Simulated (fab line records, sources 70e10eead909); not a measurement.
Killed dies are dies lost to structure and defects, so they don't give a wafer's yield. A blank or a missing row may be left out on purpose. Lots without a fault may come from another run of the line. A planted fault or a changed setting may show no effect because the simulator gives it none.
fab line records | flow nand_harc
record lots=7 wafers=21 last_day=33
route steps=1302 shown A_STAIRCASE@790 END@1302
lots that met no fault: from a run of the same line without faults
start_h: hours from the record's first day to the start of the lot's first wafer shown | wait_h: hours since the lot's step before | " the same as in the row above | L1.1+2: a row that stands for several wafers | - no value, or no start given | * or withheld: withheld | < > ~ a bound
route shown NAME@n: a module of which the file shows steps, and the number in the route of the first | usual: mean/standard deviation of fault-free wafers | same: alike in all rows | chamber/n: place in a boat | sites: the reading at each site | _std_site: their standard deviation | _edge_site: outer sites' mean less inner sites' | radius_mm: how far each site lies from the wafer's centre | mask NAME#n: copy n | behind: the tool/chamber that last shaped the wafer | hold: why the lot was held/for how many hours/how that ended | device: the transistor (n, p or np) that didn't switch | end of line: the same wafers' tests at the end of the route | a step without rows: its recipe alone | killed: dies lost to structure and defects at the first sort, not the wafer's yield | map: a wafer's dies, x killed, . not, _ none there
set.NAME: the setting as run; set.NAME@STEP: as run at that earlier step | model.NAME: the simulator's own value behind a step, which no gauge read
lots at some steps of the route; a table a step, a row a wafer
services: from which hour (start_h, from the record's first day; less than 0 if before it) a tool's chamber was out of use, for how many hours, and why
## steps
# step NHARC_A_STAIRCASE_STRIP_274
# recipe o2_flow_sccm=500 ar_flow_sccm=0 bias_w=0 chemistry=O2
# usual drypump_motor_current_A=5.9/0.46 oes_product_au=1.003/0.0081 rf_vpp_V=57.9/0.88 showerhead_plenum_p_Torr=3.55/0.15 throttle_valve_pct=17.036/0.0078
# columns lot.wafer tool chamber start_h wait_h drypump_motor_current_A oes_product_au rf_hours_counter_h rf_vpp_V showerhead_plenum_p_Torr throttle_valve_pct
L628.1 rie_diel-04 0 - - 5.4 1.000 11 57.5 3.46 17.041
L628.4 " 1 " " 6.4 1.005 8 55.9 3.52 17.035
L628.5 " 0 " " 5.4 1.003 - 57.1 3.46 17.052
L630.1 rie_diel-10 3 - - 5.4 0.998 53 58.0 3.56 17.030
L630.2 " 2 " " 6.3 1.006 56 58.6 3.39 17.038
L630.6 " 2 " " 6.4 1.012 - 57.9 3.39 17.037
L633.2 rie_diel-10 3 - - 5.4 1.017 4 58.4 3.55 17.034
L633.3 " 2 " " 6.3 1.012 4 58.5 3.39 17.047
L633.6 " 3 " " 5.3 1.001 - 56.5 3.55 17.022
L642.2 rie_diel-04 3 530.63 2.3 5.7 1.012 62 56.6 3.31 17.031
L642.4 " 0 " " 5.4 0.996 - 56.8 3.43 17.041
L642.6 " 3 " " 5.7 1.005 - 57.2 3.31 17.038
L643.1 rie_diel-03 1 - - 5.2 0.999 24 57.9 3.76 17.042
L643.2 " 2 " " 6.9 1.000 16 58.5 3.59 17.041
L643.6 " 0 " " 6.1 0.991 - 58.1 3.76 17.051
L646.3 rie_diel-03 0 - - 6.1 0.988 32 58.3 3.75 17.045
L646.2 " 2 " " 6.9 0.991 29 57.5 3.58 17.037
L646.6 " 0 " " 6.1 0.985 - 60.3 3.75 17.021
L648.4 rie_diel-10 1 - - 5.8 1.012 46 58.0 3.71 17.045
L648.1 " 3 " " 5.3 1.005 53 57.2 3.53 17.028
L648.5 " 1 " " 5.8 1.005 - 58.6 3.71 17.038
# step NHARC_A_STAIRCASE_STRIP_275
# recipe time_s=900 temp_c=130 chemistry=SPM
# step NHARC_A_STAIRCASE_PRECLEAN_276
# recipe time_s=* temp_c=50 bath_age_min=0 chemistry=SC1
# step NHARC_A_STAIRCASE_SRD_277
# step NHARC_A_STAIRCASE_HM_DEP_459
# recipe target_thk_a=15000 temp_c=400 material=aC
# usual throttle_valve_pct=34.999/0.0096
# columns lot.wafer tool chamber start_h wait_h throttle_valve_pct
L628.1 acl_dep-02 0 390.44 0.1 34.991
L628.4 " 0 " " 35.007
L628.5 " 0 " " 35.002
L630.1 acl_dep-03 0 411.12 0.1 34.994
L630.2 " 0 " " 35.000
L630.6 " 0 412.66 1.6 35.013
L633.2 acl_dep-01 0 446.86 2.0 35.003
L633.3 " 0 " " 34.992
L633.6 " 0 " " 35.001
L642.2 acl_dep-02 0 533.15 1.6 34.997
L642.4 " 0 " " 34.997
L642.6 " 0 " " 35.000
L643.1 acl_dep-02 0 534.70 1.0 34.993
L643.2 " 0 " " 35.000
L643.6 " 0 536.22 2.6 35.000
L646.2 acl_dep-03 0 574.61 1.3 34.999
L646.3 " 0 " " 35.008
L646.6 " 0 " " 35.004
L648.1 acl_dep-02 0 575.35 0.1 35.006
L648.4 " 0 " " 35.004
L648.5 " 0 " " 35.027
# step NHARC_A_STAIRCASE_DEP_280
# recipe target_thk_a=300 target_thk_nm=30 temp_c=400 pressure_torr=3.5 flow_sccm=200 rf_w=350 material=SiON
# usual heater_power_w=786/82
# columns lot.wafer tool chamber start_h wait_h heater_power_w
L628.1 pecvd-04 1 392.36 1.6 850
L628.5 " 1 " " 842
L628.4 " 2 " " 722
L630.1 pecvd-01 1 413.02 1.6 831
L630.2 " 2 " " 607
L630.6 " 0 " " 712
L633.2 pecvd-01 1 448.42 1.3 727
L633.3 " 0 " " 689
L633.6 " 1 " " 711
L642.2 pecvd-04 1 534.78 1.3 823
L642.6 " 2 " " 886
L642.4 " 0 " " 761
L643.2 pecvd-04 1 536.55 1.2 866
L643.1 " 2 " " 836
L643.6 " 2 " " 830
L646.3 pecvd-04 1 576.16 0.9 788
L646.2 " 2 " " 783
L646.6 " 2 " " 784
L648.1 pecvd-04 0 577.28 1.6 760
L648.5 " 2 " " 906
L648.4 " 1 " " 772
# step NHARC_A_STAIRCASE_DEHYDRATE_281
# recipe temp_c=150 time_s=120
# step NHARC_A_STAIRCASE_HMDS_282
# recipe time_s=30
# step NHARC_A_STAIRCASE_COAT_283
# recipe spin_rpm=1200
# step NHARC_A_STAIRCASE_SOFTBAKE_284
# recipe temp_c=135 time_s=170
# step NHARC_A_STAIRCASE_EBR_285
# step NHARC_A_STAIRCASE_EXPOSE_286
# recipe na=0.5 dose_mj=25.01 mask_id=CHOP_100
# usual exposure_dose_mJ_cm2=25.006/0.022
# columns lot.wafer tool chamber start_h wait_h mask exposure_dose_mJ_cm2
L628.1 krf_scanner-02 0 392.81 - CHOP_100#0 25.002
L628.4 " 0 " " CHOP_100#0 25.003
L628.5 " 0 " " CHOP_100#0 24.998
L630.1 krf_scanner-03 0 413.59 - CHOP_100#0 24.976
L630.2 " 0 " " CHOP_100#0 25.006
L630.6 " 0 " " CHOP_100#0 24.996
L633.2 krf_scanner-03 0 448.91 - CHOP_100#0 18.949
L633.3 " 0 " " CHOP_100#0 18.934
L633.6 " 0 " " CHOP_100#0 18.935
L642.2 krf_scanner-03 0 535.20 - CHOP_100#0 18.917
L642.4 " 0 " " CHOP_100#0 18.960
L642.6 " 0 " " CHOP_100#0 18.917
L643.1 krf_scanner-03 0 537.15 - CHOP_100#0 18.941
L643.2 " 0 " " CHOP_100#0 18.913
L643.6 " 0 " " CHOP_100#0 18.939
L646.2 krf_scanner-02 0 576.77 - CHOP_100#0 24.987
L646.3 " 0 " " CHOP_100#0 25.006
L646.6 " 0 " " CHOP_100#0 25.006
L648.1 krf_scanner-02 0 577.85 - CHOP_100#0 25.000
L648.4 " 0 " " CHOP_100#0 24.992
L648.5 " 0 " " CHOP_100#0 25.000
# step NHARC_A_STAIRCASE_PEB_287
# recipe peb_temp_c=115 peb_time_s=130
# step NHARC_A_STAIRCASE_DEVELOP_288
# recipe time_s=140
# step NHARC_END_SORT_01
# recipe temp_c=25
# usual killed_at_array=63/18 killed_at_other=1.1/1.3 killed_at_periphery=4.3/2.8 killed_dies=68/18 killed_open=3.3/2 killed_short=2.4/1.6
# same gross_dies=677
# columns lot.wafer tool chamber start_h wait_h killed_at_array killed_at_other killed_at_periphery killed_dies killed_open killed_short
L630.1 prober-01 0 592.32 2.6 87 0 3 90 3 2
L630.2 prober-01 0 593.11 2.8 82 0 7 89 8 3
L630.6 prober-01 0 596.25 3.9 78 0 3 81 4 2
L633.3 prober-01 0 722.84 3.1 68 0 3 71 4 0
L643.1 prober-01 0 752.33 2.5 48 0 10 58 7 3
L643.2 prober-01 0 753.15 2.8 37 0 4 41 4 3
L643.6 prober-01 0 756.41 4.1 42 0 13 55 3 5
L642.2 prober-01 0 768.92 2.8 46 1 1 48 6 3
L642.4 prober-01 0 770.51 3.4 44 0 1 45 4 3
L642.6 prober-01 0 772.10 4.0 51 3 1 55 1 4
L646.2 prober-01 0 776.68 2.8 59 1 2 62 6 1
L646.3 prober-01 0 777.48 3.1 81 0 3 84 1 4
L646.6 prober-01 0 779.86 4.0 65 0 2 67 3 1
L648.1 prober-01 0 783.62 2.5 63 3 3 69 3 0
L648.4 prober-01 0 785.98 3.3 61 3 4 68 4 0
L648.5 prober-01 0 786.77 3.6 55 2 3 60 3 1
# killed by level:class
L630.1 A_CHANNEL_HOLE_D1:chamber_film_flake=31 A_SLIT:chamber_film_flake=23 A_CHANNEL_HOLE_D2:chamber_film_flake=10 A_CONTACT:chamber_film_flake=9 A_STAIRCASE:chamber_film_flake=8 P_ZERO_WELL:chamber_film_flake=2 P_M2:geometric_particle:short=1 A_CHANNEL_FILL_D1:geometric_particle:open=1
L630.2 A_CHANNEL_HOLE_D1:chamber_film_flake=33 A_SLIT:chamber_film_flake=24 A_CHANNEL_HOLE_D2:chamber_film_flake=6 A_STAIRCASE:chamber_film_flake=5 A_CONTACT:chamber_film_flake=5 A_DECK1_JOINT:geometric_particle:open=2 P_GATE:chamber_film_flake=2 P_ZERO_WELL:geometric_particle:open=1
L630.6 A_CHANNEL_HOLE_D1:chamber_film_flake=35 A_SLIT:chamber_film_flake=19 A_CHANNEL_HOLE_D2:chamber_film_flake=8 A_STAIRCASE:chamber_film_flake=4 A_CONTACT:chamber_film_flake=4 A_CHANNEL_FILL_D1:geometric_particle:open=3 P_GATE:chamber_film_flake=2 A_DECK1_JOINT:geometric_particle:short=1
L633.3 A_CHANNEL_HOLE_D2:chamber_film_flake=30 A_CHANNEL_HOLE_D1:chamber_film_flake=18 A_SLIT:chamber_film_flake=4 A_CONTACT:chamber_film_flake=4 A_SGD_CUT:chamber_film_flake=3 A_CHANNEL_FILL_D2:chamber_film_flake=3 P_M1:chamber_film_flake=2 A_CHANNEL_FILL_D1:geometric_particle:open=1
L643.1 A_CHANNEL_HOLE_D2:chamber_film_flake=16 A_CONTACT:chamber_film_flake=10 A_CHANNEL_HOLE_D1:chamber_film_flake=7 P_CONTACT:chamber_film_flake=6 A_WL_FILL:geometric_particle:open=3 A_SLIT:chamber_film_flake=3 A_STAIRCASE:chamber_film_flake=2 P_GATE:geometric_particle:open=1
L643.2 A_CHANNEL_HOLE_D2:chamber_film_flake=16 A_CONTACT:chamber_film_flake=6 A_SLIT:chamber_film_flake=5 A_CHANNEL_HOLE_D1:chamber_film_flake=4 P_STI:geometric_particle:short=1 P_CONTACT:geometric_particle:short=1 P_M0:geometric_particle:open=1 A_CHANNEL_FILL_D1:geometric_particle:open=1
L643.6 A_CHANNEL_HOLE_D2:chamber_film_flake=19 P_CONTACT:chamber_film_flake=10 A_CHANNEL_HOLE_D1:chamber_film_flake=5 A_CONTACT:chamber_film_flake=5 A_WL_FILL:geometric_particle:short=2 A_STAIRCASE:chamber_film_flake=2 A_SLIT:chamber_film_flake=2 A_WL_FILL:chamber_film_flake=2
L642.2 A_CHANNEL_HOLE_D2:chamber_film_flake=19 A_CHANNEL_HOLE_D1:chamber_film_flake=12 A_CHANNEL_HOLE_D2:geometric_particle:short=2 A_SGD_CUT:geometric_particle:open=2 A_BLC:geometric_particle:open=2 A_STAIRCASE:chamber_film_flake=2 A_CONTACT:chamber_film_flake=2 A_CHANNEL_FILL_D2:geometric_particle:open=1
L642.4 A_CHANNEL_HOLE_D2:chamber_film_flake=12 A_CHANNEL_HOLE_D1:chamber_film_flake=10 A_SLIT:chamber_film_flake=5 A_WL_FILL:chamber_film_flake=4 A_CONTACT:chamber_film_flake=3 A_ZERO_WELL:chamber_film_flake=2 A_STAIRCASE:chamber_film_flake=2 P_M0:geometric_particle:open=1
L642.6 A_CHANNEL_HOLE_D2:chamber_film_flake=19 A_CHANNEL_HOLE_D1:chamber_film_flake=10 A_SLIT:chamber_film_flake=5 A_WL_FILL:chamber_film_flake=4 A_CONTACT:chamber_film_flake=4 THIN_TSV:chamber_film_flake=3 A_STAIRCASE:chamber_film_flake=2 P_M0:geometric_particle:short=1
L646.2 A_SLIT:chamber_film_flake=25 A_CHANNEL_HOLE_D2:chamber_film_flake=13 A_CHANNEL_HOLE_D1:chamber_film_flake=8 A_WL_FILL:chamber_film_flake=3 P_CONTACT:geometric_particle:open=2 A_ONON_D1:geometric_particle:open=2 A_DECK1_JOINT:chamber_film_flake=2 A_STAIRCASE:chamber_film_flake=2
L646.3 A_SLIT:chamber_film_flake=32 A_CHANNEL_HOLE_D2:chamber_film_flake=23 A_CHANNEL_HOLE_D1:chamber_film_flake=15 A_WL_FILL:chamber_film_flake=3 A_CONTACT:geometric_particle:short=2 P_BONDPAD:chamber_film_flake=2 P_CONTACT:geometric_particle:short=1 A_CHANNEL_HOLE_D1:geometric_particle:open=1
L646.6 A_CHANNEL_HOLE_D2:chamber_film_flake=25 A_SLIT:chamber_film_flake=22 A_CHANNEL_HOLE_D1:chamber_film_flake=9 A_WL_FILL:chamber_film_flake=3 A_CHANNEL_FILL_D1:geometric_particle:open=2 A_STAIRCASE:chamber_film_flake=2 P_CONTACT:geometric_particle:open=1 A_DECK1_JOINT:geometric_particle:short=1
L648.1 A_SLIT:chamber_film_flake=30 A_CHANNEL_HOLE_D1:chamber_film_flake=14 A_CONTACT:chamber_film_flake=8 A_CHANNEL_HOLE_D2:chamber_film_flake=5 HYBRID_BOND:chamber_film_flake=3 P_GATE:chamber_film_flake=2 A_CHANNEL_FILL_D2:geometric_particle:open=1 A_CONTACT:geometric_particle:open=1
L648.4 A_SLIT:chamber_film_flake=30 A_CONTACT:chamber_film_flake=9 A_CHANNEL_HOLE_D1:chamber_film_flake=4 A_DECK1_JOINT:chamber_film_flake=4 A_CHANNEL_FILL_D1:chamber_film_flake=3 HYBRID_BOND:chamber_film_flake=3 A_WL_FILL:chamber_film_flake=3 A_CHANNEL_FILL_D1:geometric_particle:open=2
L648.5 A_SLIT:chamber_film_flake=23 A_CONTACT:chamber_film_flake=12 A_CHANNEL_HOLE_D1:chamber_film_flake=11 A_WL_FILL:chamber_film_flake=3 P_M1:chamber_film_flake=2 HYBRID_BOND:chamber_film_flake=2 A_ONON_D1:geometric_particle:open=1 A_WL_FILL:geometric_particle:short=1
## services
# columns tool chamber start_h hours kind
rie_diel-10 1 378.57 7.1 repair
rie_diel-03 2 388.47 3.9 repair
krf_scanner-03 - 396.00 4.0 pm
rie_diel-10 0 408.18 57.3 repair
pecvd-01 - 414.78 1.0 repair
rie_diel-10 - 421.20 9.0 pm
acl_dep-02 - 425.36 13.0 pm
rie_diel-04 3 426.47 1.7 repair
pecvd-04 0 431.28 6.0 repair
krf_scanner-02 - 436.13 9.6 repair
pecvd-01 - 441.31 4.2 repair
rie_diel-04 2 445.86 34.0 repair
pecvd-04 - 450.07 13.0 pm
krf_scanner-02 - 450.74 0.4 repair
krf_scanner-02 - 458.75 8.6 repair
rie_diel-03 - 460.74 9.0 pm
krf_scanner-03 - 466.90 0.5 repair
rie_diel-03 0 475.38 9.6 repair
acl_dep-03 - 485.49 13.0 pm
rie_diel-03 2 490.23 16.0 repair
krf_scanner-03 - 522.79 0.4 repair
krf_scanner-03 - 545.82 5.3 repair
pecvd-04 - 547.06 1.0 repair
krf_scanner-03 - 568.00 4.0 pm
## key
first_sign step=NHARC_A_STAIRCASE_EXPOSE_286 reading=exposure_dose_mJ_cm2 direction=down sigmas=99+ usual=25.006 struck=18.934
effect none on later readings
met_at NHARC_A_STAIRCASE_EXPOSE_286
struck_wafers L633.2,L633.3,L633.6,L642.2,L642.4,L642.6,L643.1,L643.2,L643.6
tester_left_out L633,L642,L643
onset_between 413.59 448.91
fault kind=process_parameter_drift tool=krf_scanner-03 chamber=- onset_h=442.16 steps=NHARC_A_STAIRCASE_EXPOSE_286 channel=dose_mj offset=-6.0641 shape=step acts_in=these_recipes_only stated=25.01
# tester_left_out: of these lots the tester's yield and bins aren't shown, on N5 and GAA mostly nor the transistor test; their killed dies are dies lost to structure and defects alone, not to doping, threshold or leakage, so they don't give the yield
